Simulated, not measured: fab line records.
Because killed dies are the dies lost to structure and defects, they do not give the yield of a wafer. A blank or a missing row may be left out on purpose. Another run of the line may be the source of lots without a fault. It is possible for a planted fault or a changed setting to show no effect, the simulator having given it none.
A struck lot beside a sound one    flow n5Finfet    15 steps out of a route of 1938
Sound: the wafers L767.2, L767.3, L767.6. The struck wafers were L778.1, L778.5, L778.6. Last of all comes the cause.
For every step that has rows: the tool of each side, followed by ch and its chambers, followed by its first start. Under that, the readings that differ: sound wafers    struck wafers    difference of the means    sigmas: that difference in standard deviations of wafers without a fault.
alike: readings whose means differ by less than 2 such deviations, and words and numbers that are the same on both sides. not compared: withheld readings, readings that some wafer has no value for, bounds like >300 that may hide the same value, and numbers for which the record gives no deviation and whose values overlap.
The two part at a step that has a row with sigmas, a row that says differs or no value, or rows on one side only. Non-overlapping numbers with no deviation appear without sigmas and do not part them. A reading that every wafer of one side lacks parts them only if that side has two wafers or more.

N5_BEOL_M10_OCD_MEAS_38:
  struck on ocd-02, day 15 17:56; sound on ocd-01, day 13 01:00
  alike: trenchDepthNm
then, 4 steps without rows for these wafers: N5_BEOL_M10_HM_STRIP_39 (strips TiN in peroxide tin strip, target depth 25 nm, time 158 s); N5_BEOL_M10_SRD_40 (time 30 s); N5_BEOL_M10_PRECLEAN_42 (cleans in residue remover, time 60 s); N5_BEOL_M10_SRD_43 (time 30 s).
N5_BEOL_M10_CD_MEAS_35: target cd 70 nm.
  struck on cdSem-02, day 15 18:06; sound on cdSem-01, day 13 01:09
  alike: cdNm
N5_BEOL_M10_CURE_72: cures SiCOH lowk, time 120 s.
  sound on uvCure-02 ch 0, day 13 01:14; struck on uvCure-01 ch 0, day 15 18:13
  alike: lampPowerPct, wafer_temp_C_max
N5_BEOL_M10_DEGAS_44: time 60 s.
  struck on pvdSputter-01, day 15 18:41; sound on pvdSputter-02, day 13 01:48
  alike: heaterPowerW
N5_BEOL_M10_PRE_CLEAN_45: time 30 s.
  struck on pvdSputter-01, day 15 18:43; sound on pvdSputter-02, day 13 01:50
  alike: heaterPowerW
N5_BEOL_M10_ALD_74: deposits TaN, target thk 2 nm, pulse time 2 s, purge time 3 s.
  sound on aldMetal-02 ch 0,3, day 13 01:55; struck on aldMetal-03 ch 0,2,3, day 15 18:52
  alike: heaterPowerW
N5_BEOL_M10_SURFACE_TREAT_76:
  struck on pvdSputter-02, day 15 19:58; sound on pvdSputter-01, day 13 03:35
  not compared: throttleValvePct
then, 1 step without rows for these wafers: N5_BEOL_M10_CVD_75 (deposits Co from CCTBA/H2, target thk 2 nm, time 138.9 s).
N5_BEOL_M10_SPUTTER_48: material Cu, target thk 12 nm, time 2 s.
  struck on pvdSputter-03, day 15 20:34; sound on pvdSputter-03, day 13 03:52
reading              sound              struck             difference  sigmas
cathodeDcPowerW (W)  25994 26001 26004  21419 21423 21420  -4579       -99 or more
  alike: substrateTempC, throttleValvePct
then, 1 step without rows for these wafers: N5_BEOL_M10_ECD_50 (material Cu, target thk 318 nm).
-- record jumps: 2 days separate the struck wafers' starts on either side; left off in module BEOL_M10, taken up again in module PASSIVATION, whose first shown step is the route's number 1936 --
N5_PASSIVATION_PROBE_49:
  struck on prober-01, day 17 23:30; sound on prober-02, day 15 02:40
reading           sound  struck  difference  sigmas
killedAtContacts  4      18 18   +14         +3
  alike: defectLimitedYield, killed_at_M0_to_M3, killed_at_M4_up, killedAtFrontEnd, killedAtOther, killedDies, killedOpen, killedShort, sort_bin_5_function, sort_bin_6_memory, sortNPass, sortYieldPct

== WHERE THEY PART ==
At N5_BEOL_M10_SPUTTER_48 first; at N5_PASSIVATION_PROBE_49 last (within this record only).

WHY: what the simulator had put in
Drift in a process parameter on pvdSputter-03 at N5_BEOL_M10_SPUTTER_48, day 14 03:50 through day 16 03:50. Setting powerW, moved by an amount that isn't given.
